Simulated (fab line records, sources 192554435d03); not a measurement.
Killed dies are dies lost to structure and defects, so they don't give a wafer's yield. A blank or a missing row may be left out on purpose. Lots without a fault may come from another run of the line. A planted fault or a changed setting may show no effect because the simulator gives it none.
Which tool did it? | flow n5_finfet | 9 lots, 27 wafers sampled, at 1 step of a route of 1938

WHAT THE GAUGES READ, wafer by wafer
N5_BEOL_M4_RC_MEAS_101.
lot  | measured     | on        | DIBL_N (mV/V)
L752 | day 12 01:49 | prober-02 | 33.4 37.6 34.8
L754 | day 12 11:48 | prober-02 | 36.0 35.0 35.2
L761 | day 13 23:57 | prober-02 | 37.7 35.4 38.0
L759 | day 14 03:13 | prober-01 | 35.1 36.7 36.6
L762 | day 14 07:26 | prober-02 | 38.0 36.2 36.5
L765 | day 14 15:31 | prober-01 | 36.7 37.5 36.4
L769 | day 15 11:43 | prober-01 | 35.7 34.8 34.3
L766 | day 16 09:26 | prober-01 | 34.5 36.4 35.0
L767 | day 16 13:35 | prober-01 | 34.7 35.3 35.4

WHICH TOOL RAN EACH LOT (tool, then ch and the chambers of the sampled wafers, then the start)
The record holds no process step before these readings.

THE ANSWER, worked out from the rows above alone
Rule: what is usual is taken from the lots themselves. Put in order of their means at a reading, lots are off if they are a third of the lots or fewer, leave a main group of 4 or more, and stand apart from it by a gap of 3 or more times the standard deviation of the main group's means; of several such gaps the widest counts. A main group whose means are all the same, to the digits that the tables above print for the reading, isn't used. A lot without any number at a reading at which 4 lots or more have one is off too. The other lots that the step has rows for count as sound.
No lot is off at any reading shown: from this, nothing can be told.

WHAT THE SIMULATOR HAD PUT IN
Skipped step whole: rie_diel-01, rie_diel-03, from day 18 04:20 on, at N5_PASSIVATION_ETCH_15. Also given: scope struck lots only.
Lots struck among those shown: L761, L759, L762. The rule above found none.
